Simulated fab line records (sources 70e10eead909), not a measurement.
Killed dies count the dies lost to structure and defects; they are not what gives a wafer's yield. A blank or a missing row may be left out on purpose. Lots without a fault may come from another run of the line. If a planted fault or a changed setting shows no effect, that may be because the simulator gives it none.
fab line records | flow nand-harc
[record] lots = 24 wafers = 72 last-day = 25
route steps=1159 shown A_SGD_CUT@764 A_SLIT@781 A_WL_FILL@813
lots that met no fault: from a run of the same line without faults
start-h: hours from the record's opening day to when the first of the lot's shown wafers began | wait-h: how many hours have passed since the lot's step before this one | " repeats the value in the row above | L1.1+2: a row that stands for several wafers | - no value, or no start was given | * or withheld: withheld | < > ~ a bound
route shown NAME@n: a module of which the file shows steps, and the number in the route of the first | usual: mean/standard deviation taken from wafers without a fault | same: alike in all rows | chamber/n: place in a boat | sites: the reading at each site | _std_site: standard deviation of those values | _edge_site: the outer-site mean with the inner-site mean subtracted | radius-mm: how far each site lies from the wafer's centre | mask NAME#n: copy n | behind: the tool/chamber that last shaped the wafer | hold: what put the lot on hold/how long, in hours/how the hold closed | device: names the non-switching transistor (n, p or np) | end of line: the route-end tests of the same wafers | where a step has no rows: the recipe by itself | killed: not the wafer's yield, but the dies lost to structure and defects at the first sort | map: the dies of a wafer, with x for killed, . for not killed, _ for no die there
set.NAME: the setting that was run; set.NAME@STEP: the one run at that earlier step | model.NAME: the simulator's own value behind a step, which no gauge read
route steps across a sampled set of lots; one table per step, one row per wafer
services: when a tool's chamber went out of use (start-h, in hours from the record's first day, below 0 if earlier), for how many hours, and the reason
[[steps]]
[step NHARC_A_SGD_CUT_ETCH_15]
[recipe] target-depth-a = 750 time-s = 64.3 ch3f-flow-sccm = 50 o2-flow-sccm = 30 ar-flow-sccm = 200 rf-w = 500 bias-w = 100 chemistry = CH3F/O2
[usual] drypump-motor-current-A = 5.6/0.48 oes-product-au = 0.963/0.018 rf-vpp-V = 263.9/1.8 showerhead-plenum-p-Torr = 2.47/0.12 throttle-valve-pct = 20.663/0.01
// columns lot.wafer tool chamber start-h wait-h drypump-motor-current-A oes-product-au rf-hours-counter-h rf-vpp-V showerhead-plenum-p-Torr throttle-valve-pct
L074.3 rie-diel-13 2 - - 6.1 0.972 2 264.6 2.55 20.657
L074.2 " 3 " " 5.6 0.964 2 266.2 2.52 20.666
L074.5 " 2 " " 6.1 0.960 - 265.5 2.55 20.664
L076.4 rie-diel-13 1 - - 6.0 0.958 5 262.9 2.34 20.647
L076.5 " 3 " " 5.6 0.984 - 263.6 2.52 20.656
L076.6 " 0 " " 5.8 0.984 - 266.0 2.60 20.674
L075.4 rie-diel-11 1 - - 5.0 0.924 8 265.5 2.62 20.657
L075.3 " 2 " " 6.2 0.919 8 263.1 2.33 20.673
L075.2 " 3 " " 5.6 0.921 8 264.4 2.49 20.657
L077.4 rie-diel-11 3 - - 5.6 0.958 8 263.1 2.49 20.665
L077.1 " 1 " " 5.0 0.959 8 265.2 2.62 20.660
L077.6 " 3 " " 5.6 0.954 - 263.0 2.49 20.655
L078.3 rie-diel-13 2 - - 6.1 0.969 5 264.3 2.55 20.664
L078.2 " 0 " " 5.9 0.991 6 265.8 2.60 20.666
L078.6 " 1 " " 6.0 0.994 - 262.5 2.34 20.666
L079.1 rie-diel-11 1 - - 5.0 0.980 9 266.8 2.62 20.672
L079.3 " 3 " " 5.7 0.959 9 264.3 2.49 20.659
L079.6 " 0 " " 4.7 0.959 - 261.9 2.34 20.670
L081.4 rie-diel-01 3 - - 5.5 0.957 2 265.5 2.60 20.685
L081.2 " 0 " " 5.9 0.992 2 263.9 2.42 20.673
L081.5 " 3 " " 5.5 0.958 - 265.5 2.60 20.669
L082.3 rie-diel-11 0 - - 4.7 0.954 10 262.1 2.34 20.658
L082.6 " 0 " " 4.7 0.947 - 262.3 2.34 20.655
L082.5 " 1 " " 5.0 0.952 - 266.5 2.62 20.662
L080.3 rie-diel-01 0 - - 6.0 0.982 3 262.5 2.42 20.677
L080.4 " 1 " " 6.1 0.972 4 266.2 2.61 20.639
L080.2 " 2 " " 5.2 0.964 4 261.3 2.33 20.684
L085.2 rie-diel-11 2 - - 6.2 0.955 11 262.1 2.33 20.664
L085.3 " 3 " " 5.6 0.959 11 264.4 2.49 20.660
L085.4 " 1 " " 5.0 0.973 11 265.1 2.62 20.658
L083.1 rie-diel-13 1 - - 6.0 0.941 10 261.1 2.34 20.672
L083.5 " 3 " " 5.6 0.955 - 264.9 2.51 20.646
L083.6 " 0 " " 5.8 0.970 - 265.0 2.60 20.661
L084.4 rie-diel-01 3 - - 5.5 0.949 5 266.5 2.60 20.660
L084.5 " 0 " " 5.9 0.968 - 263.6 2.41 20.670
L084.6 " 1 " " 6.1 0.932 - 265.2 2.61 20.685
L087.4 rie-diel-01 1 - - 6.1 0.961 7 265.1 2.61 20.660
L087.1 " 3 " " 5.5 0.988 6 265.4 2.60 20.669
L087.5 " 1 " " 6.1 0.970 - 266.9 2.61 20.657
L086.4 rie-diel-11 2 - - 6.1 0.981 1 262.8 2.33 20.650
L086.2 " 0 " " 4.7 0.981 1 261.9 2.34 20.666
L086.1 " 1 " " 5.0 0.973 1 264.9 2.62 20.677
L088.3 rie-diel-01 2 - - 5.2 0.966 8 261.9 2.33 20.666
L088.2 " 3 " " 5.4 0.958 8 267.0 2.60 20.667
L088.4 " 0 " " 5.9 1.002 8 262.4 2.41 20.657
L089.4 rie-diel-13 3 - - 5.6 0.971 12 264.7 2.51 20.651
L089.3 " 0 " " 5.8 0.991 13 266.4 2.60 20.655
L089.5 " 3 " " 5.6 0.973 - 264.7 2.51 20.678
L091.3 rie-diel-11 1 - - 5.0 0.963 3 265.6 2.62 20.676
L091.1 " 0 " " 4.7 0.977 3 261.7 2.34 20.661
L091.4 " 2 " " 6.2 0.966 - 261.7 2.33 20.657
L090.1 rie-diel-13 2 - - 6.1 0.966 13 264.7 2.55 20.674
L090.5 " 1 " " 6.0 0.982 - 261.6 2.34 20.655
L090.6 " 2 " " 6.1 0.965 - 264.5 2.55 20.686
L092.2 rie-diel-13 3 - - 5.6 0.950 14 264.3 2.51 20.649
L092.1 " 0 " " 5.8 0.971 15 266.0 2.60 20.659
L092.5 " 0 " " 5.8 0.961 - 264.8 2.60 20.677
L093.1 rie-diel-01 1 - - 6.1 0.915 11 266.3 2.61 20.669
L093.4 " 2 " " 5.2 0.911 11 262.0 2.33 20.674
L093.6 " 2 " " 5.2 0.916 - 261.7 2.33 20.665
L094.3 rie-diel-01 3 - - 5.5 0.948 10 265.5 2.59 20.675
L094.2 " 0 " " 5.9 0.973 10 264.2 2.41 20.668
L094.4 " 1 " " 6.1 0.968 11 266.5 2.60 20.679
L095.2 rie-diel-11 1 - - 5.0 0.967 4 267.3 2.62 20.660
L095.1 " 3 " " 5.6 0.969 4 264.3 2.49 20.663
L095.4 " 0 " " 4.7 0.950 4 262.7 2.34 20.660
L097.3 rie-diel-11 0 - - 4.7 0.994 6 261.4 2.34 20.647
L097.6 " 3 " " 5.6 0.976 - 265.1 2.49 20.650
L097.5 " 0 " " 4.7 1.000 - 262.9 2.34 20.659
L096.4 rie-diel-13 2 - - 6.0 0.958 16 264.9 2.55 20.669
L096.3 " 3 " " 5.6 0.995 17 264.3 2.51 20.679
L096.1 " 0 " " 5.8 0.984 18 266.1 2.60 20.655
[step NHARC_A_SGD_CUT_CMP_21]
[recipe] target-thk-nm = 148.19
[usual] motor-current-A = 12.2/0.99 time-to-endpoint-s = 50.2/2.5
// columns lot.wafer tool chamber start-h wait-h motor-current-A time-to-endpoint-s
L074.3 cmp-02 3 308.55 0.4 11.7 51.5
L074.2 " 1 " " 11.0 48.3
L074.5 " 0 " " 11.4 47.0
L075.4 cmp-03 0 327.35 0.4 11.4 50.2
L075.2 " 1 " " 12.9 51.0
L075.3 " 2 " " 13.4 50.2
L077.4 cmp-04 2 327.41 0.5 12.7 50.3
L077.1 " 3 " " 11.6 50.0
L077.6 " 2 " " 12.3 49.4
L076.4 cmp-03 0 327.55 0.6 10.8 48.0
L076.6 " 1 " " 12.7 49.8
L076.5 " 2 " " 14.2 46.7
L079.1 cmp-03 1 339.56 0.4 13.1 53.6
L079.3 " 2 " " 13.1 53.1
L079.6 " 2 " " 13.6 50.8
L078.3 cmp-04 3 339.57 0.4 12.3 47.5
L078.2 " 1 " " 12.4 48.1
L078.6 " 3 " " 11.5 48.1
L081.2 cmp-04 3 352.41 0.4 11.5 51.7
L081.4 " 0 " " 12.2 49.2
L081.5 " 3 " " 11.9 53.7
L082.3 cmp-04 1 357.50 0.4 12.8 51.4
L082.6 " 3 " " 11.8 49.4
L082.5 " 0 " " 12.7 49.7
L080.4 cmp-02 0 370.77 0.4 11.3 49.3
L080.3 " 1 " " 11.2 50.8
L080.2 " 2 " " 13.3 48.6
L085.2 cmp-04 0 370.86 0.5 12.0 47.8
L085.4 " 1 " " 13.4 52.2
L085.3 " 2 " " 11.8 50.3
L083.1 cmp-02 1 370.95 0.6 12.0 49.4
L083.5 " 3 " " 11.5 51.0
L083.6 " 0 " " 11.4 45.9
L084.4 cmp-04 3 379.19 0.4 11.8 52.1
L084.6 " 0 " " 11.7 48.5
L084.5 " 1 " " 12.3 50.9
L087.1 cmp-03 0 389.27 0.4 10.4 51.4
L087.4 " 1 " " 13.4 50.8
L087.5 " 3 " " 10.4 53.1
L086.1 cmp-04 1 389.29 0.4 13.1 49.6
L086.4 " 2 " " 12.2 50.2
L086.2 " 3 " " 11.4 49.4
L088.3 cmp-04 1 398.99 0.4 13.5 51.6
L088.2 " 2 " " 12.4 48.7
L088.4 " 3 " " 12.1 48.7
L089.4 cmp-03 1 399.02 0.4 12.6 49.9
L089.3 " 3 " " 10.7 52.8
L089.5 " 1 " " 12.6 49.2
L091.4 cmp-04 3 419.37 0.4 12.4 49.7
L091.3 " 1 " " 13.2 51.8
L091.1 " 2 " " 11.7 52.2
L090.1 cmp-03 2 419.39 0.4 13.8 51.3
L090.6 " 1 " " 13.3 51.3
L090.5 " 2 " " 13.5 51.6
L092.1 cmp-04 1 426.93 0.4 13.2 52.8
L092.2 " 2 " " 11.9 52.2
L092.5 " 1 " " 12.4 50.8
L093.1 cmp-03 2 426.95 0.4 13.2 49.6
L093.4 " 3 " " 11.1 52.5
L093.6 " 1 " " 12.8 51.1
L095.2 cmp-03 1 433.69 0.4 12.5 51.3
L095.4 " 3 " " 11.1 50.3
L095.1 " 0 " " 11.1 53.6
L094.3 cmp-04 3 433.71 0.4 12.0 51.2
L094.4 " 0 " " 13.7 49.7
L094.2 " 1 " " 12.7 52.7
L097.3 cmp-03 2 447.71 0.5 14.0 53.3
L097.5 " 3 " " 10.9 53.1
L097.6 " 0 " " 11.1 48.6
L096.4 cmp-03 1 455.95 0.4 13.4 49.3
L096.1 " 2 " " 13.8 48.5
L096.3 " 3 " " 10.6 51.7
[step NHARC_A_SLIT_DEP_23]
[recipe] target-thk-a = 1000 target-thk-nm = 100 temp-c = 400 pressure-torr = 3.5 flow-sccm = 200 rf-w = 350 material = SiON
[usual] heater-power-w = 741/100
// columns lot.wafer tool chamber start-h wait-h heater-power-w
L074.3 pecvd-04 0 311.69 1.0 798
L074.2 " 1 " " 771
L074.5 " 0 " " 820
L075.3 pecvd-02 0 331.98 1.0 575
L075.2 " 1 " " 775
L075.4 " 2 " " 773
L077.1 pecvd-02 2 333.24 1.7 680
L077.6 " 0 " " 618
L077.4 " 1 " " 717
L076.6 pecvd-04 1 333.62 0.1 759
L076.4 " 2 " " 808
L076.5 " 0 " " 725
L078.3 pecvd-04 2 342.84 1.1 815
L078.2 " 0 " " 723
L078.6 " 1 " " 740
L079.3 pecvd-01 2 343.17 1.3 852
L079.1 " 0 " " 606
L079.6 " 0 " " 616
L081.2 pecvd-04 2 357.06 1.4 824
L081.4 " 1 " " 683
L081.5 " 0 " " 798
L082.3 pecvd-01 1 362.46 1.1 776
L082.6 " 2 " " 871
L082.5 " 0 " " 651
L080.3 pecvd-01 0 375.08 1.0 651
L080.2 " 2 " " 838
L080.4 " 2 " " 826
L085.2 pecvd-04 0 375.44 1.3 724
L085.3 " 1 " " 630
L085.4 " 0 " " 701
L083.1 pecvd-02 0 377.09 1.7 573
L083.6 " 0 " " 567
L083.5 " 1 " " 865
L084.4 pecvd-01 1 383.43 0.8 700
L084.6 " 2 " " 881
L084.5 " 0 " " 656
L087.1 pecvd-01 2 392.93 1.7 971
L087.5 " 2 " " 981
L087.4 " 0 " " 650
L086.2 pecvd-02 2 392.93 1.4 805
L086.1 " 0 " " 608
L086.4 " 2 " " 811
L088.2 pecvd-04 0 403.45 1.4 677
L088.3 " 1 " " 744
L088.4 " 1 " " 745
L089.3 pecvd-02 2 403.74 1.0 771
L089.4 " 2 " " 746
L089.5 " 0 " " 578
L090.1 pecvd-04 0 422.49 1.7 666
L090.6 " 0 " " 671
L090.5 " 1 " " 739
L091.1 pecvd-02 2 422.64 1.7 788
L091.3 " 1 " " 857
L091.4 " 1 " " 893
L093.1 pecvd-04 0 431.11 1.7 652
L093.6 " 0 " " 655
L093.4 " 1 " " 657
L092.1 pecvd-01 2 431.33 1.7 912
L092.2 " 0 " " 682
L092.5 " 2 " " 913
L094.2 pecvd-01 1 437.06 1.4 774
L094.3 " 0 " " 649
L094.4 " 0 " " 669
L095.2 pecvd-02 0 438.06 1.4 532
L095.1 " 2 " " 734
L095.4 " 2 " " 737
L097.3 pecvd-01 2 452.28 1.0 862
L097.6 " 2 " " 875
L097.5 " 0 " " 594
L096.1 pecvd-02 2 459.08 1.7 749
L096.3 " 1 " " 905
L096.4 " 2 " " 757
[step NHARC_A_SLIT_ETCH_15]
[recipe] target-depth-a = 32000 over-etch-frac = 0.3 time-s = 832 ion-energy-ev = 150 o2-flow-sccm = 400 cos-flow-sccm = 20 ar-flow-sccm = 0 rf-w = 500 bias-w = 300 chemistry = O2/COS
[usual] drypump-motor-current-A = 5.7/0.39 oes-product-au = 0.998/0.0098 rf-vpp-V = 313.5/1.9 showerhead-plenum-p-Torr = 3.07/0.12 throttle-valve-pct = 28.329/0.0096
// columns lot.wafer tool chamber start-h wait-h drypump-motor-current-A oes-product-au rf-hours-counter-h rf-vpp-V showerhead-plenum-p-Torr throttle-valve-pct
L074.2 rie-diel-12 0 - - 5.8 0.990 6 312.4 3.00 28.327
L074.3 " 1 " " 5.7 0.986 7 311.2 2.92 28.334
L074.5 " 1 " " 5.6 0.971 - 311.3 2.92 28.318
L075.3 rie-diel-12 0 - - 5.8 1.003 8 312.0 3.00 28.324
L075.2 " 1 " " 5.7 0.977 9 312.4 2.92 28.326
L075.4 " 3 " " 5.8 1.001 8 311.9 3.03 28.330
L077.4 rie-diel-12 1 - - 5.7 0.974 9 312.3 2.92 28.330
L077.1 " 2 " " 5.7 1.005 8 315.1 3.13 28.323
L077.6 " 1 " " 5.7 0.974 - 311.3 2.92 28.327
L076.4 rie-diel-06 3 - - 5.4 0.997 6 315.6 3.27 28.317
L076.6 " 2 " " 5.3 0.997 - 310.9 2.99 28.339
L076.5 " 3 " " 5.4 0.995 - 316.2 3.27 28.327
L078.3 rie-diel-12 3 - - 5.8 0.999 9 312.9 3.03 28.330
L078.2 " 1 " " 5.7 0.976 10 311.8 2.92 28.338
L078.6 " 3 " " 5.8 0.997 - 312.3 3.02 28.332
L079.3 rie-diel-03 3 - - 5.0 1.009 9 312.3 2.98 28.319
L079.1 " 1 " " 5.5 0.991 8 314.7 3.16 28.334
L079.6 " 3 " " 5.0 1.008 - 311.2 2.98 28.342
L081.2 rie-diel-06 2 - - 5.3 1.012 8 311.7 2.99 28.330
L081.4 " 0 " " 5.8 1.004 7 317.6 3.31 28.341
L081.5 " 2 " " 5.3 1.002 - 311.3 2.99 28.330
L082.3 rie-diel-03 2 - - 6.4 1.007 10 310.9 2.92 28.347
L082.6 " 1 " " 5.5 0.993 - 314.9 3.16 28.333
L082.5 " 2 " " 6.4 1.016 - 311.6 2.92 28.346
L080.3 rie-diel-03 2 - - 6.4 1.004 11 311.2 2.92 28.325
L080.2 " 3 " " 5.0 1.007 11 312.0 2.98 28.330
L080.4 " 0 " " 5.9 1.002 10 314.9 3.08 28.321
L085.2 rie-diel-12 0 - - 5.7 0.996 11 313.2 2.99 28.323
L085.3 " 1 " " 5.6 0.975 12 311.9 2.92 28.301
L085.4 " 0 " " 5.7 0.998 - 311.6 2.99 28.338
L083.1 rie-diel-06 2 - - 5.3 0.989 10 312.6 2.99 28.340
L083.6 " 0 " " 5.8 1.007 - 316.4 3.31 28.324
L083.5 " 1 " " 6.4 1.006 - 314.3 3.20 28.316
L084.4 rie-diel-06 0 - - 5.8 1.002 10 317.5 3.31 28.313
L084.6 " 0 " " 5.8 1.006 - 316.3 3.31 28.331
L084.5 " 1 " " 6.4 1.017 - 314.8 3.20 28.327
L086.1 rie-diel-06 1 - - 6.4 1.003 12 314.8 3.20 28.316
L086.4 " 3 " " 5.4 1.000 10 316.6 3.27 28.345
L086.2 " 0 " " 5.8 1.006 10 316.3 3.31 28.338
L087.4 rie-diel-06 3 - - 5.4 0.996 11 317.7 3.27 28.343
L087.1 " 0 " " 5.8 0.999 11 317.6 3.31 28.322
L087.5 " 2 " " 5.3 0.973 - 312.1 2.99 28.317
L088.2 rie-diel-12 2 - - 5.6 1.004 1 315.0 3.13 28.337
L088.3 " 3 " " 5.8 0.990 1 312.3 3.02 28.341
L088.4 " 0 " " 5.8 0.989 - 314.0 2.99 28.321
L089.3 rie-diel-03 1 - - 5.5 1.004 0 315.1 3.16 28.338
L089.4 " 1 " " 5.5 1.004 - 313.8 3.16 28.336
L089.5 " 2 " " 6.4 0.996 - 311.8 2.92 28.325
L090.1 rie-diel-03 3 - - 5.0 1.005 2 312.4 2.98 28.339
L090.6 " 3 " " 5.0 1.014 - 312.4 2.98 28.328
L090.5 " 0 " " 5.9 0.984 - 312.9 3.08 28.336
L091.1 rie-diel-12 2 - - 5.6 1.005 2 314.1 3.13 28.337
L091.3 " 0 " " 5.8 0.989 2 312.8 2.99 28.337
L091.4 " 1 " " 5.7 0.991 1 311.5 2.92 28.320
L093.1 rie-diel-03 1 - - 5.5 1.002 3 314.1 3.16 28.328
L093.4 " 2 " " 6.4 0.989 3 309.9 2.92 28.339
L093.6 " 0 " " 5.9 0.990 - 313.0 3.08 28.326
L092.2 rie-diel-12 2 - - 5.7 1.007 3 314.2 3.13 28.341
L092.1 " 1 " " 5.7 0.998 2 309.8 2.92 28.331
L092.5 " 2 " " 5.7 1.007 - 314.2 3.13 28.342
L094.3 rie-diel-06 0 - - 5.8 1.014 1 316.8 3.31 28.317
L094.2 " 1 " " 6.4 1.008 2 315.7 3.20 28.328
L094.4 " 3 " " 5.4 0.992 1 317.6 3.26 28.328
L095.2 rie-diel-03 3 - - 5.0 1.004 3 312.6 2.98 28.308
L095.1 " 0 " " 5.9 0.988 3 316.4 3.08 28.338
L095.4 " 2 " " 6.4 0.995 3 310.7 2.92 28.321
L097.3 rie-diel-12 0 - - 5.8 1.001 4 311.4 2.99 28.299
L097.6 " 2 " " 5.6 1.013 - 315.4 3.12 28.334
L097.5 " 3 " " 5.8 0.986 - 313.0 3.02 28.343
L096.3 rie-diel-03 1 - - 5.5 0.998 5 313.9 3.16 28.337
L096.1 " 2 " " 6.4 0.984 4 310.9 2.92 28.322
L096.4 " 3 " " 5.0 0.996 5 313.1 2.97 28.325
[step NHARC_A_WL_FILL_CVD_03]
[recipe] target-thk-a = 400 temp-c = 300 pressure-torr = 40 wf6-flow-sccm = 40 h2-flow-sccm = 1600 ar-flow-sccm = 1560 time-s = 3302 material = W
[usual] heater-power-w = 490/23 throttle-valve-pct = 7.94/0.24
// columns lot.wafer tool chamber start-h wait-h heater-power-w throttle-valve-pct
L074.2 cvd-w-02 1 331.06 1.3 490 8.14
L074.3 " 1 " " 500 8.08
L074.5 " 0 333.40 3.7 493 7.96
L075.2 cvd-w-01 0 345.81 1.0 500 7.70
L075.3 " 1 " " 455 8.08
L075.4 " 0 " " 502 7.58
L077.1 cvd-w-02 1 349.55 0.8 498 8.06
L077.4 " 1 " " 490 7.95
L077.6 " 1 " " 493 7.92
L076.4 cvd-w-01 0 350.25 1.4 498 7.81
L076.6 " 0 " " 490 7.70
L076.5 " 1 " " 459 7.98
L078.2 cvd-w-01 1 358.17 1.6 471 8.12
L078.3 " 0 " " 500 7.87
L078.6 " 1 360.03 3.5 457 8.08
L079.1 cvd-w-02 1 358.49 1.8 491 8.25
L079.3 " 0 " " 506 7.74
L079.6 " 0 " " 502 8.03
L081.2 cvd-w-01 0 374.36 3.5 501 7.73
L081.4 " 1 " " 455 8.05
L081.5 " 1 " " 450 8.09
L082.3 cvd-w-01 0 378.94 3.7 504 7.80
L082.5 " 0 " " 505 7.92
L082.6 " 1 " " 452 8.55
L085.2 cvd-w-02 1 391.72 0.8 508 7.72
L085.4 " 1 " " 502 7.88
L085.3 " 0 " " 517 7.86
L080.2 cvd-w-01 1 391.99 1.2 467 8.28
L080.4 " 0 " " 510 7.66
L080.3 " 1 " " 456 8.11
L083.1 cvd-w-01 1 394.81 3.6 461 8.00
L083.6 " 0 396.23 5.1 495 7.91
L083.5 " 1 " " 457 8.18
L084.4 cvd-w-01 0 401.79 2.7 486 7.86
L084.6 " 0 " " 485 7.90
L084.5 " 1 " " 467 8.27
L087.1 cvd-w-02 0 405.69 0.1 511 7.59
L087.4 " 1 407.09 1.4 501 7.96
L087.5 " 0 " " 504 7.66
L086.2 cvd-w-01 1 405.70 0.1 448 8.45
L086.1 " 0 " " 495 7.80
L086.4 " 0 " " 519 8.02
L088.2 cvd-w-01 0 418.13 0.1 511 7.95
L088.4 " 0 " " 502 7.80
L088.3 " 1 " " 473 8.26
L089.4 cvd-w-02 0 421.08 2.8 514 7.74
L089.3 " 1 " " 508 7.99
L089.5 " 0 " " 506 7.90
L091.1 cvd-w-01 0 436.04 0.5 499 7.94
L091.3 " 1 " " 459 8.05
L091.4 " 0 " " 513 8.23
L090.1 cvd-w-02 0 436.19 0.5 523 7.66
L090.5 " 1 437.61 1.9 501 8.11
L090.6 " 0 " " 524 7.91
L093.1 cvd-w-02 1 446.56 0.1 501 8.12
L093.4 " 1 " " 504 8.29
L093.6 " 1 " " 501 7.97
L092.1 cvd-w-01 1 446.75 0.1 457 8.28
L092.2 " 0 " " 520 7.92
L092.5 " 1 448.63 1.9 473 8.20
L095.2 cvd-w-01 0 450.77 0.7 510 7.80
L095.1 " 1 " " 477 8.19
L095.4 " 0 " " 513 7.77
L094.2 cvd-w-02 0 450.86 0.8 507 7.78
L094.3 " 1 " " 511 8.00
L094.4 " 0 " " 517 7.53
L097.3 cvd-w-01 1 472.30 5.0 456 8.25
L097.6 " 0 " " 517 8.09
L097.5 " 1 " " 453 8.22
L096.1 cvd-w-01 1 486.72 14.0 435 8.09
L096.4 " 1 " " 433 8.08
L096.3 " 0 " " 506 7.54
[step NHARC_A_WL_FILL_ETCHBACK_04]
[recipe] target-depth-a = 600 time-s = 120 chemistry = NF3
[usual] drypump-motor-current-A = 5.7/0.45 oes-product-au = 1.001/0.011
// columns lot.wafer tool chamber start-h wait-h drypump-motor-current-A oes-product-au rf-hours-counter-h
L074.2 rie-metal-03 0 334.35 2.8 5.2 1.011 1.5
L074.3 " 1 " " 6.0 1.005 -
L074.5 " 1 " " 6.0 0.993 -
L075.2 rie-metal-03 1 348.59 2.3 6.1 0.988 1.9
L075.3 " 1 " " 6.1 1.003 -
L075.4 " 0 " " 5.2 1.018 -
L077.1 rie-metal-01 0 352.49 2.5 5.9 1.003 0.1
L077.4 " 0 " " 5.9 0.998 -
L077.6 " 1 " " 6.4 1.006 -
L076.4 rie-metal-03 0 352.77 2.0 5.2 1.020 -
L076.5 " 1 " " 6.1 0.994 -
L076.6 " 0 " " 5.2 1.022 -
L078.2 rie-metal-02 0 361.02 2.4 5.4 1.000 4.0
L078.3 " 0 " " 5.4 1.020 -
L078.6 " 0 " " 5.4 1.002 -
L079.1 rie-metal-01 0 361.31 2.3 5.9 0.990 0.5
L079.3 " 1 " " 6.4 0.979 -
L079.6 " 0 " " 5.9 0.996 -
L081.2 rie-metal-02 0 377.26 2.4 5.5 1.012 4.4
L081.4 " 1 " " 5.2 1.016 -
L081.5 " 0 " " 5.4 1.016 -
L082.3 rie-metal-03 1 381.40 2.0 6.0 1.002 -
L082.6 " 1 " " 6.1 0.998 -
L082.5 " 0 " " 5.2 1.014 -
L080.2 rie-metal-03 0 394.86 2.4 5.2 1.013 3.3
L080.4 " 1 " " 6.0 0.996 -
L080.3 " 0 " " 5.2 1.013 -
L085.2 rie-metal-03 1 395.08 2.9 6.0 0.998 3.5
L085.3 " 0 " " 5.2 1.003 -
L085.4 " 1 " " 6.1 1.001 -
L083.1 rie-metal-02 1 397.67 2.4 5.2 0.987 0.0
L083.6 " 1 " " 5.2 0.986 -
L083.5 " 0 " " 5.4 1.000 -
L084.4 rie-metal-03 1 404.26 2.0 6.0 1.004 -
L084.5 " 0 " " 5.2 1.000 -
L084.6 " 1 " " 6.1 0.989 -
L086.1 rie-metal-01 0 408.96 2.3 5.9 0.992 1.9
L086.2 " 1 " " 6.4 1.005 1.9
L086.4 " 1 " " 6.5 1.003 -
L087.1 rie-metal-03 1 408.97 2.8 6.0 0.986 4.1
L087.4 " 0 " " 5.2 0.998 -
L087.5 " 0 " " 5.2 0.998 -
L088.2 rie-metal-03 0 421.46 2.9 5.2 1.002 4.3
L088.4 " 0 " " 5.2 1.015 -
L088.3 " 1 " " 6.0 1.000 -
L089.3 rie-metal-01 0 423.52 1.5 5.9 0.992 -
L089.4 " 1 " " 6.4 0.988 -
L089.5 " 1 " " 6.4 0.985 -
L091.1 rie-metal-01 0 438.95 2.4 5.8 1.001 2.8
L091.4 " 1 " " 6.4 0.999 -
L091.3 " 0 " " 5.9 1.009 -
L090.1 rie-metal-02 1 439.04 2.4 5.2 0.982 0.9
L090.6 " 1 " " 5.2 0.994 -
L090.5 " 0 " " 5.4 1.011 -
L093.1 rie-metal-01 1 449.93 2.9 6.4 0.999 3.1
L093.4 " 1 " " 6.5 1.001 -
L093.6 " 1 " " 6.4 1.003 -
L092.1 rie-metal-02 0 450.06 2.8 5.5 1.008 1.2
L092.2 " 1 " " 5.2 0.994 1.2
L092.5 " 1 " " 5.2 1.003 -
L094.2 rie-metal-01 0 453.72 2.4 5.9 1.003 3.4
L094.4 " 0 " " 5.9 0.998 -
L094.3 " 1 " " 6.4 0.990 -
L095.2 rie-metal-02 1 454.12 2.9 5.2 0.992 1.6
L095.1 " 0 " " 5.5 1.004 1.6
L095.4 " 1 " " 5.2 0.994 -
L097.3 rie-metal-02 1 474.30 1.5 5.2 0.981 -
L097.6 " 0 " " 5.5 1.003 -
L097.5 " 1 " " 5.2 0.988 -
L096.1 rie-metal-02 0 490.00 2.8 5.4 1.009 2.7
L096.3 " 0 " " 5.4 1.006 -
L096.4 " 1 " " 5.2 0.985 -
[[services]]
// columns tool chamber start-h hours kind
cvd-w-01 - 292.20 13.0 pm
rie-diel-12 3 300.26 1.6 repair
cmp-04 - 301.16 4.0 pm
rie-metal-03 - 303.99 1.0 repair
cmp-04 - 315.06 1.7 repair
cmp-03 - 344.46 31.8 repair
rie-diel-12 2 346.54 33.2 repair
rie-diel-11 - 366.50 9.0 pm
cvd-w-02 1 372.23 8.5 repair
cmp-04 - 373.58 1.1 repair
cvd-w-02 - 376.97 13.0 pm
rie-diel-12 0 377.04 5.5 repair
rie-diel-12 - 381.29 9.0 pm
cmp-04 - 399.16 4.0 pm
rie-diel-11 - 400.73 0.2 repair
rie-diel-11 1 407.61 1.2 repair
rie-diel-11 3 413.71 2.8 repair
rie-diel-11 0 419.63 6.9 repair
rie-metal-03 - 453.00 9.0 pm
rie-diel-11 3 454.92 3.6 repair
cmp-03 - 456.54 0.5 repair
cvd-w-01 - 473.72 13.0 pm
cmp-03 - 474.21 4.0 pm
rie-metal-03 - 486.30 26.9 repair
[[key]]
fault none
